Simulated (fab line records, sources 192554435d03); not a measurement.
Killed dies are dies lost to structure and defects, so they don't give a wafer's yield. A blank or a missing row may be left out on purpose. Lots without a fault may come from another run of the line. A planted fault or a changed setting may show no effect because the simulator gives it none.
Which tool did it? | flow n5_finfet | 8 lots, 24 wafers sampled, at 3 steps of a route of 1938

WHAT THE GAUGES READ, wafer by wafer
N5_PMOS_HMC_CHANNEL_EPI_INSPECT_30: inspects for defects (darkfield).
lot  | measured    | on                | raw_defect_count
L457 | day 2 04:10 | defect_inspect-01 | 20 27 25
L459 | day 2 15:13 | defect_inspect-02 | 18 25 23
L461 | day 3 02:14 | defect_inspect-01 | 16 17 13
L466 | day 4 08:59 | defect_inspect-02 | 549 501 507
L467 | day 4 15:13 | defect_inspect-02 | 494 504 466
L470 | day 5 09:01 | defect_inspect-02 | 14 16 23
L471 | day 5 14:34 | defect_inspect-02 | 14 25 16
L479 | day 7 15:03 | defect_inspect-01 | 16 16 22

WHICH TOOL RAN EACH LOT (tool, then ch and the chambers of the sampled wafers, then the start)
lot  | N5_PMOS_HMC_CHANNEL_EPI_STRIP_33  | N5_PMOS_HMC_CHANNEL_EPI_CMP_21
L457 | rie_diel-03 ch 0,2,3, day 2 01:31 | cmp-04 ch 2,3, day 2 03:23
L459 | rie_diel-04 ch 0,2, day 2 12:23   | cmp-04 ch 1,2,3, day 2 14:31
L461 | rie_diel-03 ch 0,1,2, day 2 23:35 | cmp-03 ch 2,3, day 3 01:28
L466 | rie_diel-04 ch 0,2, day 4 05:58   | cmp-04 ch 2,3, day 4 08:12
L467 | rie_diel-03 ch 1,2, day 4 12:11   | cmp-04 ch 0,2,3, day 4 14:31
L470 | rie_diel-04 ch 0,1,3, day 5 05:53 | cmp-01 ch 0,2,3, day 5 08:13
L471 | rie_diel-01 ch 1,2,3, day 5 11:28 | cmp-01 ch 0,1,2, day 5 13:41
L479 | rie_diel-01 ch 2,3, day 7 12:20   | cmp-03 ch 0,1,3, day 7 14:13
- N5_PMOS_HMC_CHANNEL_EPI_STRIP_33: strips in N2/H2.
- N5_PMOS_HMC_CHANNEL_EPI_CMP_21: polishes SiGe30, target thk 54 nm.

THE ANSWER, worked out from the rows above alone
Rule: what is usual is taken from the lots themselves. Put in order of their means at a reading, lots are off if they are a third of the lots or fewer, leave a main group of 4 or more, and stand apart from it by a gap of 3 or more times the standard deviation of the main group's means; of several such gaps the widest counts. A main group whose means are all the same, to the digits that the tables above print for the reading, isn't used. A lot without any number at a reading at which 4 lots or more have one is off too. The other lots that the step has rows for count as sound.
Off: L466, L467, at N5_PMOS_HMC_CHANNEL_EPI_INSPECT_30 (raw_defect_count). The main group: mean 19, standard deviation 2.9.
A tool fits if, at a process step before that reading, it ran every lot that is off, and no sound lot after the first of them. The gauges at N5_PMOS_HMC_CHANNEL_EPI_INSPECT_30 are tried like those tools. One fits: cmp-04 at N5_PMOS_HMC_CHANNEL_EPI_CMP_21. Its last sound lot is L459 (day 2 14:31), its first lot that is off L466 (day 4 08:12): a fault that began between those two fits.

WHAT THE SIMULATOR HAD PUT IN
Chamber particle source: cmp-04, from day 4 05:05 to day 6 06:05, at N5_PMOS_HMC_CHANNEL_EPI_CMP_21. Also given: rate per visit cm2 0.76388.
Lots struck among those shown: L466, L467. The rule above found the same.
